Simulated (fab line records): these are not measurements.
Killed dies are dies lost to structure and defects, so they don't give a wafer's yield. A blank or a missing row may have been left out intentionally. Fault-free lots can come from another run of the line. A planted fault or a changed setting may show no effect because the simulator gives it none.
fab line records -- flow n5_finfet
[record] lots = 10, wafers = 30, last_day = 20
route steps=1938 shown DUMMY_GATE@240 SPACER0@259 BEOL_M4@1111 PASSIVATION@1936
lots untouched by any fault: they come from a run of this same line in which no faults occurred
start_h: the number of hours between the record's first day and the start of the first shown wafer of the lot -- wait_h: hours since the lot's step before -- " as in the row above -- L1.1+2: several wafers, shown together as one row -- - no value, or no start given -- * or withheld: withheld -- < > ~ a bound
route shown NAME@n: NAME is a module with steps in the file, n the number in the route of the first one -- usual: mean and standard deviation over wafers with no fault -- same: alike in all rows -- chamber/n: place in a boat -- sites: each site's reading -- _std_site: the standard deviation of these -- _edge_site: inner sites' mean taken away from outer sites' mean -- radius_mm: how far each site lies from the wafer's centre -- mask NAME#n: copy n -- behind: the last tool/chamber to shape the wafer -- hold: the reason the lot was held/the length of the hold in hours/how it ended -- device: names the non-switching transistor (n, p or np) -- end of line: the route-end tests of the same wafers -- a step with no rows: only its recipe -- killed: count of dies lost to structure and defects at first sort (not the wafer's yield) -- map: the dies of a wafer, with x for killed, . for not killed, _ for no die there
set.NAME: the setting the step ran with; set.NAME@STEP: the setting that earlier step ran with -- model.NAME: the simulator's own value behind a step, which no gauge read
one table for each step of the route and one row for each wafer, over a sample of lots
services: from which hour (start_h, from the record's first day; less than 0 if before it) a tool's chamber was out of use, for how many hours, and why
[[steps]]
[step N5_DUMMY_GATE_TRIM_49]
[recipe] chemistry = O2, resist = SOC, time_s = 29, target_cd_nm = 14, source_power_w = 300, bias_power_w = 0, O2_flow_sccm = 100, temp_c = 20
[usual] chamber_pressure_mTorr = 60.00/0.049, drypump_motor_current_A = 5.8/0.38, oes_product_au = 1.005/0.016, throttle_valve_pct = 8.18/0.11
lot.wafer,tool,chamber,start_h,wait_h,chamber_pressure_mTorr,drypump_motor_current_A,oes_product_au,rf_hours_counter_h,throttle_valve_pct
L221.2,rie_si-05,3,56.15,0.0,60.07,5.5,0.994,103,8.01
L221.4,rie_si-05,1,56.15,0.0,59.99,5.0,0.977,89,8.42
L221.6,rie_si-05,2,56.15,0.0,60.06,5.6,1.020,-,8.20
L229.1,rie_si-04,1,99.96,0.0,60.07,6.2,0.993,167,8.25
L229.5,rie_si-04,1,99.96,0.0,59.92,6.2,1.000,-,8.23
L229.6,rie_si-04,0,99.96,0.0,60.05,6.1,1.021,-,8.26
L230.3,rie_si-04,0,105.78,0.0,59.96,6.1,1.010,111,8.28
L230.5,rie_si-04,3,105.78,0.0,60.02,6.2,1.009,-,8.19
L230.6,rie_si-04,2,105.78,0.0,59.99,5.9,0.981,-,8.32
L231.3,rie_si-06,2,117.35,0.0,60.09,5.2,0.991,99,8.14
L231.4,rie_si-06,1,117.35,0.0,60.09,5.6,1.025,170,8.11
L231.6,rie_si-06,3,117.35,0.0,60.05,5.6,1.029,-,8.15
L232.2,rie_si-05,3,121.51,0.0,60.01,5.5,1.003,104,7.99
L232.3,rie_si-05,2,121.51,0.0,59.99,5.6,1.018,27,8.22
L232.6,rie_si-05,2,121.51,0.0,60.03,5.6,1.024,-,8.20
L234.3,rie_si-04,2,130.03,0.0,60.01,5.9,0.988,70,8.31
L234.5,rie_si-04,0,130.03,0.0,59.99,6.2,1.014,-,8.27
L234.6,rie_si-04,3,130.03,0.0,60.02,6.2,1.015,-,8.18
L239.3,rie_si-05,2,175.45,0.0,60.00,5.6,1.019,28,8.21
L239.5,rie_si-05,0,175.45,0.0,60.01,6.2,1.015,-,8.12
L239.6,rie_si-05,1,175.45,0.0,60.02,4.9,0.980,-,8.43
L241.1,rie_si-05,2,183.69,0.0,59.97,5.6,1.036,28,8.20
L241.4,rie_si-05,1,183.69,0.0,60.07,5.0,0.985,91,8.42
L241.6,rie_si-05,3,183.69,0.0,59.95,5.5,1.002,-,7.97
L240.1,rie_si-05,2,186.80,0.0,60.06,5.6,1.028,28,8.22
L240.2,rie_si-05,3,186.80,0.0,59.99,5.5,1.006,105,7.99
L240.6,rie_si-05,3,186.80,0.0,60.07,5.5,1.007,-,8.00
L243.1,rie_si-05,0,187.29,0.0,59.97,6.1,1.025,2,8.11
L243.2,rie_si-05,3,187.29,0.0,59.95,5.5,1.002,105,7.99
L243.6,rie_si-05,2,187.29,0.0,59.96,5.6,1.025,-,8.21
[step N5_DUMMY_GATE_HM_OPEN_21]
[recipe] chemistry = CH3F/O2, target = SiNx, target_depth_a = 1200, Ar_flow_sccm = 150, CH3F_flow_sccm = 30, O2_flow_sccm = 23, time_s = 171.4, pressure_mtorr = 30, source_w = 395, bias_w = 73, ion_energy_ev = 120.7
[usual] chamber_pressure_mTorr = 29.999/0.03, drypump_motor_current_A = 5.8/0.58, oes_f_703_au = 0.79/0.073, oes_product_au = 0.79/0.079, rf_vpp_V = 300.0/2.8, showerhead_plenum_p_Torr = 2.04/0.06, throttle_valve_pct = 16.57/0.17
lot.wafer,tool,chamber,start_h,wait_h,chamber_pressure_mTorr,drypump_motor_current_A,oes_f_703_au,oes_product_au,rf_hours_counter_h,rf_vpp_V,showerhead_plenum_p_Torr,throttle_valve_pct
L221.2,rie_diel-03,1,56.43,0.0,30.018,6.1,0.77,0.76,130,294.9,1.94,16.06
L221.4,rie_diel-03,3,56.43,0.0,30.024,5.3,0.98,1.00,1,299.8,2.06,16.36
L221.6,rie_diel-03,0,56.43,0.0,29.987,5.5,0.76,0.76,-,299.2,2.02,16.66
L229.1,rie_diel-06,2,100.24,0.0,29.984,6.5,0.81,0.80,122,297.4,1.95,16.52
L229.5,rie_diel-06,2,100.24,0.0,29.979,6.4,0.81,0.79,-,296.7,1.95,16.52
L229.6,rie_diel-06,1,100.24,0.0,29.994,5.2,0.69,0.69,-,299.0,2.08,16.61
L230.3,rie_diel-01,2,106.07,0.0,30.019,6.4,0.72,0.70,249,298.1,1.90,17.00
L230.5,rie_diel-01,1,106.07,0.0,29.999,6.2,0.78,0.80,-,301.0,2.03,16.37
L230.6,rie_diel-01,0,106.07,0.0,29.990,6.6,0.82,0.83,-,300.6,1.97,16.72
L231.3,rie_diel-06,2,117.63,0.0,29.992,6.4,0.80,0.79,126,296.5,1.95,16.51
L231.4,rie_diel-06,3,117.63,0.0,30.035,5.2,0.85,0.87,33,300.9,2.05,16.58
L231.6,rie_diel-06,3,117.63,0.0,30.017,5.2,0.85,0.85,-,299.8,2.05,16.60
L232.2,rie_diel-06,1,121.88,0.0,29.978,5.2,0.70,0.70,222,298.8,2.07,16.62
L232.3,rie_diel-06,0,121.88,0.0,29.986,6.4,0.74,0.71,204,302.0,2.09,16.79
L232.6,rie_diel-06,3,121.88,0.0,30.021,5.2,0.86,0.86,-,300.9,2.05,16.59
L234.3,rie_diel-06,0,130.31,0.0,29.996,6.4,0.73,0.70,207,302.5,2.09,16.81
L234.5,rie_diel-06,1,130.31,0.0,29.982,5.2,0.69,0.69,-,299.2,2.07,16.62
L234.6,rie_diel-06,2,130.31,0.0,29.986,6.4,0.80,0.79,-,295.8,1.95,16.52
L239.3,rie_diel-01,2,175.74,0.0,29.959,6.4,0.93,0.92,14,302.2,2.15,16.56
L239.5,rie_diel-01,3,175.74,0.0,30.002,6.0,1.01,0.99,-,296.5,1.98,16.44
L239.6,rie_diel-01,2,175.74,0.0,29.996,6.5,0.93,0.92,-,303.2,2.15,16.55
L241.1,rie_diel-06,0,183.98,0.0,29.992,6.4,0.71,0.71,219,302.0,2.09,16.84
L241.4,rie_diel-06,1,183.98,0.0,29.978,5.2,0.69,0.67,238,301.0,2.07,16.65
L241.6,rie_diel-06,3,183.98,0.0,29.992,5.2,0.82,0.83,-,299.5,2.05,16.62
L240.1,rie_diel-03,2,187.12,0.0,30.019,5.0,0.76,0.76,144,304.7,2.11,16.56
L240.2,rie_diel-03,3,187.12,0.0,29.870,5.4,0.87,0.89,37,301.7,2.05,16.44
L240.6,rie_diel-03,2,187.12,0.0,29.964,5.0,0.76,0.76,-,304.9,2.11,16.56
L243.1,rie_diel-01,3,187.62,0.0,29.988,6.0,0.98,0.96,5,296.7,1.98,16.43
L243.2,rie_diel-01,2,187.62,0.0,30.058,6.4,0.92,0.92,18,303.3,2.14,16.56
L243.6,rie_diel-01,1,187.62,0.0,30.005,6.3,0.75,0.76,-,300.8,2.02,16.42
[step N5_SPACER0_ALD_00]
[recipe] material = SiOCN, target_thk_a = 35, temp_c = 400, ald_precursor_family = alkyl-aminosilane, ald_co_reactant = O2/N2-plasma, pulse_time_s = 3, purge_time_s = 2, co_reactant_purge_time_s = 2, ald_cycles = 58, pressure_torr = 2
[usual] ald_cycles = 58/0, chamber_pressure_Torr = 2.000/0.0044, heater_power_w = 796/100, precursor_pulse_height_rel = 0.998/0.02, purge_time_s = 2/0
lot.wafer,tool,chamber,start_h,wait_h,ald_cycles,chamber_pressure_Torr,heater_power_w,precursor_pulse_height_rel,purge_time_s
L221.2,ald_sin-04,2,57.74,0.1,58,1.997,756,0.989,2
L221.4,ald_sin-04,3,57.74,0.1,58,2.003,737,0.988,2
L221.6,ald_sin-04,1,57.74,0.1,58,1.994,760,1.013,2
L229.1,ald_sin-04,1,101.11,0.1,58,1.999,756,1.001,2
L229.5,ald_sin-04,0,101.11,0.1,58,2.006,652,1.033,2
L229.6,ald_sin-04,3,101.11,0.1,58,2.006,746,1.015,2
L230.3,ald_sin-02,1,107.48,0.1,-,-,-,-,-
L230.5,ald_sin-02,2,107.48,0.1,-,-,-,-,-
L230.6,ald_sin-02,3,107.48,0.1,-,-,-,-,-
L231.3,ald_sin-03,2,118.81,0.1,-,-,-,-,-
L231.4,ald_sin-03,3,118.81,0.1,-,-,-,-,-
L231.6,ald_sin-03,3,118.81,0.1,-,-,-,-,-
L232.2,ald_sin-02,0,125.14,0.1,-,-,-,-,-
L232.3,ald_sin-02,3,125.14,0.1,-,-,-,-,-
L232.6,ald_sin-02,0,125.14,0.1,-,-,-,-,-
L234.3,ald_sin-03,0,131.14,0.1,58,1.997,802,0.974,2
L234.5,ald_sin-03,3,131.14,0.1,58,1.997,900,0.979,2
L234.6,ald_sin-03,0,131.14,0.1,58,1.998,794,0.980,2
L239.3,ald_sin-03,0,176.58,0.1,58,2.005,792,1.013,2
L239.5,ald_sin-03,0,176.58,0.1,58,1.994,778,1.044,2
L239.6,ald_sin-03,3,176.58,0.1,58,1.991,862,0.994,2
L241.1,ald_sin-02,2,185.39,0.1,58,1.999,657,1.032,2
L241.4,ald_sin-02,1,185.39,0.1,58,2.001,936,1.024,2
L241.6,ald_sin-02,0,185.39,0.1,58,1.999,786,0.997,2
L240.1,ald_sin-02,0,188.21,0.1,58,2.003,778,0.986,2
L240.2,ald_sin-02,3,188.21,0.1,58,1.992,773,0.992,2
L240.6,ald_sin-02,1,188.21,0.1,58,2.006,965,1.006,2
L243.1,ald_sin-02,3,188.75,0.1,58,2.004,768,0.981,2
L243.2,ald_sin-02,1,188.75,0.1,58,1.996,954,0.989,2
L243.6,ald_sin-02,0,188.75,0.1,58,2.004,778,0.998,2
[step N5_SPACER0_ALD_08]
[recipe] material = SiNx, target_thk_a = 20, temp_c = 400, ald_precursor_family = SiH2I2, ald_co_reactant = N2/H2-plasma, pressure_torr = 2
[usual] chamber_pressure_Torr = 2.000/0.0042, heater_power_outer_w = 492/63, heater_power_w = 798/98
lot.wafer,tool,chamber,start_h,wait_h,chamber_pressure_Torr,heater_power_outer_w,heater_power_w
L221.2,ald_sin-04,2,58.00,0.1,2.000,465,774
L221.4,ald_sin-04,3,58.00,0.1,2.004,477,735
L221.6,ald_sin-04,1,58.00,0.1,2.003,472,792
L229.1,ald_sin-04,1,101.36,0.1,2.000,453,749
L229.5,ald_sin-04,0,101.36,0.1,2.004,385,693
L229.6,ald_sin-04,3,101.36,0.1,1.999,505,763
L230.3,ald_sin-02,1,107.74,0.1,2.001,574,925
L230.5,ald_sin-02,2,107.74,0.1,2.002,438,652
L230.6,ald_sin-02,3,107.74,0.1,1.995,469,758
L231.3,ald_sin-03,2,119.07,0.1,1.998,630,1040
L231.4,ald_sin-03,3,119.07,0.1,2.005,559,865
L231.6,ald_sin-03,3,119.07,0.1,2.001,540,889
L232.2,ald_sin-02,0,125.40,0.1,1.996,477,792
L232.3,ald_sin-02,3,125.40,0.1,2.002,471,744
L232.6,ald_sin-02,0,125.40,0.1,2.002,465,799
L234.3,ald_sin-03,0,131.40,0.1,1.996,500,820
L234.5,ald_sin-03,3,131.40,0.1,1.999,532,858
L234.6,ald_sin-03,0,131.40,0.1,1.995,490,796
L239.3,ald_sin-03,0,176.84,0.1,1.998,490,805
L239.5,ald_sin-03,0,176.84,0.1,2.010,505,809
L239.6,ald_sin-03,3,176.84,0.1,2.005,535,883
L241.1,ald_sin-02,2,185.65,0.1,1.998,430,654
L241.4,ald_sin-02,1,185.65,0.1,1.992,593,972
L241.6,ald_sin-02,0,185.65,0.1,1.998,476,788
L240.1,ald_sin-02,0,188.47,0.1,2.007,477,773
L240.2,ald_sin-02,3,188.47,0.1,1.992,480,773
L240.6,ald_sin-02,1,188.47,0.1,1.997,580,966
L243.1,ald_sin-02,3,189.01,0.1,1.991,483,777
L243.2,ald_sin-02,1,189.01,0.1,2.011,565,953
L243.6,ald_sin-02,0,189.01,0.1,1.991,480,791
[step N5_BEOL_M4_RC_MEAS_101]
[usual] DIBL_N = 36.0/1.3, DIBL_P = 36.2/1.7, IOFF_N = 0.155/0.024, IOFF_P = 0.21/0.034, ION_N = 674/9, ION_P = 463/7.1, SS_N = 71.4/0.5, SS_P = 73.4/0.57, VT_N = 250.0/2.8, VT_P = -251/3.2
lot.wafer,tool,chamber,start_h,wait_h,DIBL_N[mV/V],DIBL_P[mV/V],IOFF_N[nA/um],IOFF_P[nA/um],ION_N[uA/um],ION_P[uA/um],SS_N[mV/dec],SS_P[mV/dec],VT_N[mV],VT_P[mV]
L221.2,prober-01,0,244.66,0.3,35.0,35.0,0.125,0.17,663,455,71.2,73.1,253.3,-254
L221.4,prober-01,0,244.66,0.3,37.0,37.2,0.158,0.20,673,454,72.1,73.6,252.0,-251
L221.6,prober-01,0,244.66,0.3,36.8,37.1,0.155,0.20,667,458,71.5,73.3,248.5,-251
L229.1,prober-01,0,276.14,0.0,37.8,37.2,0.186,0.20,682,457,72.0,73.3,248.8,-254
L229.5,prober-01,0,276.14,0.0,35.8,35.1,0.156,0.18,681,458,70.8,73.1,248.2,-255
L229.6,prober-01,0,276.14,0.0,36.3,35.3,0.159,0.18,671,460,70.4,73.6,250.2,-255
L234.3,prober-01,0,310.47,0.3,34.8,35.8,0.141,0.19,666,463,72.3,73.6,248.4,-253
L234.5,prober-01,0,310.47,0.3,34.8,36.5,0.150,0.21,667,464,72.2,72.3,252.6,-249
L234.6,prober-01,0,310.47,0.3,34.4,35.5,0.139,0.19,662,457,71.7,73.4,248.3,-251
L239.3,prober-01,0,327.52,0.3,36.7,36.2,0.164,0.24,680,473,72.1,73.5,250.9,-246
L239.5,prober-01,0,327.52,0.3,37.5,37.5,0.180,0.26,683,476,72.1,74.1,251.2,-246
L239.6,prober-01,0,327.52,0.3,36.4,36.1,0.156,0.23,680,472,72.2,73.3,250.9,-247
L243.1,prober-01,0,347.71,0.0,35.7,34.9,0.135,0.20,676,464,70.9,73.0,251.9,-251
L243.2,prober-01,0,347.71,0.0,34.8,34.3,0.120,0.19,668,464,71.0,72.4,255.6,-249
L243.6,prober-01,0,347.71,0.0,34.3,34.5,0.121,0.19,664,464,70.4,72.5,253.3,-250
L240.1,prober-01,0,369.43,0.0,34.5,35.1,0.136,0.18,669,456,70.9,73.0,251.0,-253
L240.2,prober-01,0,369.43,0.0,36.4,37.7,0.172,0.22,680,468,71.4,73.1,246.8,-251
L240.6,prober-01,0,369.43,0.0,35.0,35.5,0.146,0.19,671,467,71.5,72.6,249.7,-251
L241.1,prober-01,0,373.59,0.0,34.7,32.5,0.112,0.16,663,452,71.0,73.3,256.1,-255
L241.4,prober-01,0,373.59,0.0,35.3,34.4,0.135,0.18,673,460,70.2,72.5,253.0,-251
L241.6,prober-01,0,373.59,0.0,35.4,33.5,0.127,0.17,668,458,70.6,72.5,254.5,-253
[step N5_PASSIVATION_PROBE_49]
[usual] killed_at_M0_to_M3 = 37/12, killed_at_M4_up = 15/5.6, killed_at_contacts = 13/6.9, killed_at_front_end = 40/11, killed_at_other = 4/3.2, killed_dies = 109/20, killed_on_rim = 14/4.3, killed_open = 73/15, killed_short = 35/8.3
[same] gross_dies = 1180, killed_at_back_side = 0
lot.wafer,tool,chamber,start_h,wait_h,killed_at_M0_to_M3,killed_at_M4_up,killed_at_contacts,killed_at_front_end,killed_at_other,killed_dies,killed_on_rim,killed_open,killed_short
L229.1,prober-01,-,380.74,0.0,34,15,4,65,0,118,20,80,37
L229.5,prober-01,-,380.94,0.2,54,17,5,46,5,127,23,86,35
L229.6,prober-01,-,380.99,0.3,47,19,7,46,2,121,18,84,36
L230.3,prober-01,-,398.08,0.1,72,8,15,1083,2,1180,152,82,36
L230.5,prober-01,-,398.18,0.2,74,17,12,1077,0,1180,152,104,43
L230.6,prober-01,-,398.23,0.3,73,4,9,1086,8,1180,152,103,44
L232.2,prober-02,-,403.14,0.1,16,10,10,1143,1,1180,152,46,33
L232.3,prober-02,-,403.19,0.1,24,12,9,1132,3,1180,152,56,31
L232.6,prober-02,-,403.34,0.3,31,20,17,1106,6,1180,152,79,27
L231.3,prober-02,-,407.03,0.4,27,15,15,1122,1,1180,152,60,35
L231.4,prober-02,-,407.08,0.4,38,13,10,1118,1,1180,152,69,34
L231.6,prober-02,-,407.18,0.5,40,8,12,1113,7,1180,152,84,48
L234.3,prober-01,-,411.94,0.1,39,13,8,35,1,96,14,68,28
L234.5,prober-01,-,412.04,0.2,34,8,8,44,3,97,11,50,47
L234.6,prober-01,-,412.09,0.3,39,12,5,32,4,92,10,61,30
L239.3,prober-02,-,435.31,0.1,26,15,22,38,3,104,9,73,31
L239.5,prober-02,-,435.41,0.2,35,19,8,50,1,113,18,71,42
L239.6,prober-02,-,435.46,0.3,31,14,9,42,0,96,20,62,34
L240.1,prober-02,-,478.44,0.0,34,16,16,46,5,117,17,73,41
L240.2,prober-02,-,478.49,0.1,33,20,20,44,4,121,17,88,32
L240.6,prober-02,-,478.69,0.3,23,18,10,44,8,103,17,70,32
L241.1,prober-02,-,482.32,0.0,47,18,7,50,2,124,11,85,37
L241.4,prober-02,-,482.47,0.2,29,20,12,44,5,110,13,71,37
L241.6,prober-02,-,482.57,0.3,31,11,9,35,4,90,6,62,24
// killed by level:class
L229.1 BEOL_M3:geometric_particle:open=18 STI_FIN_REVEAL:geometric_particle:open=17 FIN_SAQP:geometric_particle:short=15 FIN_SAQP:geometric_particle:open=9 DUMMY_GATE:geometric_particle:open=7 STI_FIN_REVEAL:geometric_particle:short=7 BEOL_M4:geometric_particle:open=6 MOL_CONTACT_COAG:geometric_particle:open=4
L229.5 STI_FIN_REVEAL:geometric_particle:open=20 BEOL_M3:geometric_particle:open=13 BEOL_M2:geometric_particle:open=11 BEOL_M0_SAQP:geometric_particle:short=10 BEOL_M0_SAQP:geometric_particle:open=6 BEOL_M1:geometric_particle:open=6 BEOL_M4:geometric_particle:open=6 FIN_SAQP:geometric_particle:short=5
L229.6 BEOL_M2:geometric_particle:open=16 FIN_SAQP:geometric_particle:short=13 BEOL_M4:geometric_particle:open=13 FIN_SAQP:geometric_particle:open=12 BEOL_M0_SAQP:geometric_particle:open=9 STI_FIN_REVEAL:geometric_particle:open=6 MOL_CONTACT_COAG:geometric_particle:open=6 BEOL_M3:geometric_particle:open=5
L230.3 SPACER0:area_ald=1061 BEOL_M2:geometric_particle:open=21 BEOL_M3:geometric_particle:open=17 MOL_CONTACT_COAG:geometric_particle:open=12 BEOL_M0_SAQP:geometric_particle:short=11 BEOL_M0_SAQP:geometric_particle:open=10 FIN_SAQP:geometric_particle:short=4 STI_FIN_REVEAL:geometric_particle:open=4
L230.5 SPACER0:area_ald=1032 BEOL_M2:geometric_particle:open=21 BEOL_M3:geometric_particle:open=19 MOL_CONTACT_COAG:geometric_particle:open=11 STI_FIN_REVEAL:geometric_particle:open=10 BEOL_M0_SAQP:geometric_particle:open=9 BEOL_M0_SAQP:geometric_particle:short=9 BEOL_M4:geometric_particle:open=8
L230.6 SPACER0:area_ald=1033 BEOL_M2:geometric_particle:open=24 BEOL_M0_SAQP:geometric_particle:open=14 FIN_SAQP:geometric_particle:open=13 STI_FIN_REVEAL:geometric_particle:open=12 BEOL_M0_SAQP:geometric_particle:short=9 BEOL_M2:geometric_particle:short=9 MOL_CONTACT_COAG:geometric_particle:open=8
L232.2 SPACER0:area_ald=1101 STI_FIN_REVEAL:geometric_particle:open=14 MOL_CONTACT_COAG:geometric_particle:open=8 GATE_CUT:geometric_particle:short=6 BEOL_M2:geometric_particle:open=4 FIN_SAQP:geometric_particle:short=3 FIN_SAQP:geometric_particle:open=3 DUMMY_GATE:geometric_particle:open=3
L232.3 SPACER0:area_ald=1093 STI_FIN_REVEAL:geometric_particle:open=12 MOL_CONTACT_COAG:geometric_particle:open=8 DUMMY_GATE:geometric_particle:open=5 BEOL_M0:geometric_particle:open=5 STI_FIN_REVEAL:geometric_particle:short=4 DUMMY_GATE:geometric_particle:short=4 BEOL_M0_SAQP:geometric_particle:open=4
L232.6 SPACER0:area_ald=1073 STI_FIN_REVEAL:geometric_particle:open=17 MOL_CONTACT_COAG:geometric_particle:open=15 BEOL_M2:geometric_particle:open=13 BEOL_M4:geometric_particle:open=11 BEOL_M0_SAQP:geometric_particle:open=6 STI_FIN_REVEAL:geometric_particle:short=5 BEOL_M0_SAQP:geometric_particle:short=5
L231.3 SPACER0:area_ald=1085 BEOL_M3:geometric_particle:open=9 MOL_CONTACT_COAG:geometric_particle:short=8 FIN_SAQP:geometric_particle:open=7 MOL_CONTACT_COAG:geometric_particle:open=7 DUMMY_GATE:geometric_particle:open=6 BEOL_M0_SAQP:geometric_particle:open=6 STARTING-WAFER:geometric_particle:short=6
L231.4 SPACER0:area_ald=1077 BEOL_M3:geometric_particle:open=15 FIN_SAQP:geometric_particle:short=9 FIN_SAQP:geometric_particle:open=9 MOL_CONTACT_COAG:geometric_particle:open=9 STI_FIN_REVEAL:geometric_particle:open=6 BEOL_M2:geometric_particle:open=5 BEOL_M0_SAQP:geometric_particle:open=5
L231.6 SPACER0:area_ald=1048 STI_FIN_REVEAL:geometric_particle:open=22 FIN_SAQP:geometric_particle:short=13 BEOL_M0_SAQP:geometric_particle:short=12 FIN_SAQP:geometric_particle:open=10 BEOL_M0_SAQP:geometric_particle:open=9 MOL_CONTACT_COAG:geometric_particle:open=7 BEOL_M2:geometric_particle:open=6
L234.3 BEOL_M0_SAQP:geometric_particle:short=11 STI_FIN_REVEAL:geometric_particle:open=10 BEOL_M1:geometric_particle:open=9 MOL_CONTACT_COAG:geometric_particle:open=8 BEOL_M2:geometric_particle:open=8 BEOL_M0_SAQP:geometric_particle:open=6 ILD0:geometric_particle:open=4 FIN_SAQP:geometric_particle:open=3
L234.5 FIN_SAQP:geometric_particle:short=12 BEOL_M0_SAQP:geometric_particle:short=12 STI_FIN_REVEAL:geometric_particle:open=10 BEOL_M0_SAQP:geometric_particle:open=8 MOL_CONTACT_COAG:geometric_particle:open=5 FIN_SAQP:geometric_particle:open=4 ILD0:geometric_particle:short=4 MOL_CONTACT_COAG:geometric_particle:short=3
L234.6 STI_FIN_REVEAL:geometric_particle:open=10 BEOL_M3:geometric_particle:open=9 BEOL_M2:geometric_particle:open=7 BEOL_M0_SAQP:geometric_particle:short=6 BEOL_M0_SAQP:geometric_particle:open=5 BEOL_M0:geometric_particle:open=5 FIN_SAQP:geometric_particle:open=4 MOL_CONTACT_COAG:geometric_particle:open=4
L239.3 MOL_CONTACT_COAG:geometric_particle:open=18 FIN_SAQP:geometric_particle:open=9 FIN_SAQP:geometric_particle:short=8 BEOL_M1:geometric_particle:open=8 BEOL_M4:geometric_particle:open=7 STI_FIN_REVEAL:geometric_particle:open=6 BEOL_M2:geometric_particle:open=5 ILD0:geometric_particle:open=4
L239.5 FIN_SAQP:geometric_particle:short=12 STI_FIN_REVEAL:geometric_particle:open=12 FIN_SAQP:geometric_particle:open=11 BEOL_M0_SAQP:geometric_particle:open=10 BEOL_M0_SAQP:geometric_particle:short=9 BEOL_M4:geometric_particle:open=9 STI_FIN_REVEAL:geometric_particle:short=5 BEOL_M4:geometric_particle:short=5
L239.6 DUMMY_GATE:geometric_particle:open=10 STI_FIN_REVEAL:geometric_particle:open=9 BEOL_M0_SAQP:geometric_particle:short=8 BEOL_M0_SAQP:geometric_particle:open=8 MOL_CONTACT_COAG:geometric_particle:open=7 BEOL_M2:geometric_particle:open=7 FIN_SAQP:geometric_particle:open=4 FIN_SAQP:geometric_particle:short=4
L240.1 MOL_CONTACT_COAG:geometric_particle:open=11 FIN_SAQP:geometric_particle:short=10 STI_FIN_REVEAL:geometric_particle:open=8 FIN_SAQP:geometric_particle:open=7 BEOL_M3:geometric_particle:open=7 BEOL_M0_SAQP:geometric_particle:open=6 BEOL_M0_SAQP:geometric_particle:short=6 STARTING-WAFER:geometric_particle:open=6
L240.2 STI_FIN_REVEAL:geometric_particle:open=17 MOL_CONTACT_COAG:geometric_particle:open=15 BEOL_M2:geometric_particle:open=9 BEOL_M3:geometric_particle:open=7 BEOL_M4:geometric_particle:open=7 FIN_SAQP:geometric_particle:short=5 ILD0:geometric_particle:open=5 MOL_CONTACT_COAG:geometric_particle:short=5
L240.6 BEOL_M4:geometric_particle:open=11 STI_FIN_REVEAL:geometric_particle:open=10 MOL_CONTACT_COAG:geometric_particle:open=9 BEOL_M1:geometric_particle:open=8 FIN_SAQP:geometric_particle:open=6 STI_FIN_REVEAL:geometric_particle:short=6 FIN_SAQP:geometric_particle:short=5 MIM_TOP_ETCH:geometric_particle:open=5
L241.1 BEOL_M0_SAQP:geometric_particle:short=13 BEOL_M3:geometric_particle:open=12 STI_FIN_REVEAL:geometric_particle:open=9 BEOL_M0_SAQP:geometric_particle:open=8 BEOL_M4:geometric_particle:open=8 GATE_CUT:geometric_particle:short=7 GATE_CUT:geometric_particle:open=7 BEOL_M0:geometric_particle:open=7
L241.4 FIN_SAQP:geometric_particle:open=9 DUMMY_GATE:geometric_particle:open=9 MOL_CONTACT_COAG:geometric_particle:open=9 BEOL_M0_SAQP:geometric_particle:short=7 BEOL_M4:geometric_particle:open=6 STI_FIN_REVEAL:geometric_particle:open=5 BEOL_M1:geometric_particle:open=5 DUMMY_GATE:geometric_particle:short=4
L241.6 MOL_CONTACT_COAG:geometric_particle:open=8 BEOL_M3:geometric_particle:open=7 FIN_SAQP:geometric_particle:open=6 STI_FIN_REVEAL:geometric_particle:open=6 BEOL_M0_SAQP:geometric_particle:open=5 BEOL_M0:geometric_particle:open=5 BEOL_M2:geometric_particle:open=5 BEOL_M4:geometric_particle:open=5
[[services]]
tool,chamber,start_h,hours,kind
ald_sin-04,3,34.95,1.3,repair
ald_sin-02,-,40.99,6.0,pm
ald_sin-04,3,41.27,1.6,repair
ald_sin-03,1,54.80,2.8,repair
rie_diel-03,-,56.58,0.7,repair
ald_sin-03,0,58.77,9.0,repair
rie_diel-06,2,62.12,2.9,repair
rie_diel-03,1,63.66,28.1,repair
rie_si-06,1,67.40,4.3,repair
rie_si-06,3,70.12,6.7,repair
ald_sin-02,-,75.15,1.5,repair
rie_diel-01,0,75.90,1.5,repair
ald_sin-04,-,85.25,14.0,pm
rie_si-05,-,104.94,1.8,repair
rie_si-06,-,109.83,2.8,pm
ald_sin-04,-,113.38,14.6,pm
ald_sin-03,-,114.15,3.6,repair
ald_sin-03,2,127.32,6.2,repair
ald_sin-04,-,133.53,6.0,pm
ald_sin-03,-,138.77,1.3,repair
rie_si-05,2,152.34,3.8,repair
rie_si-04,3,168.94,7.1,repair
rie_diel-03,1,174.81,17.2,repair
ald_sin-03,-,176.96,14.0,pm
[[key]]
[first_sign] step = N5_SPACER0_ALD_00, reading = tool_record, direction = missing
[effect] step = N5_PASSIVATION_PROBE_49, reading = killed_at_front_end, direction = up, sigmas = 93, usual = 40, struck = 1109
[more_kills_born_at] N5_SPACER0_ALD_00@ald_sin-02 = 6393, N5_SPACER0_ALD_00@ald_sin-03 = 3210
met_at N5_SPACER0_ALD_00
struck_lots L230,L231,L232
later_rows_left_out L230.3,L230.5,L230.6,L231.3,L231.4,L231.6,L232.2,L232.3,L232.6
tester_left_out L230,L231,L232
not_acting_at N5_DUMMY_GATE_TRIM_49,N5_DUMMY_GATE_HM_OPEN_21,N5_SPACER0_ALD_08
[fault] kind = skipped_step_whole, tool = ald_sin-02,ald_sin-03, chamber = -, onset_h = 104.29, steps = N5_SPACER0_ALD_00, scope = struck_lots_only
// tester_left_out: of these lots the tester's yield and bins aren't shown, on N5 and GAA mostly nor the transistor test; their killed dies are dies lost to structure and defects alone, not to doping, threshold or leakage, so they don't give the yield
// later_rows_left_out: the simulator's readings of these wafers behind a module that went badly wrong aren't trusted and aren't shown, but for the sort
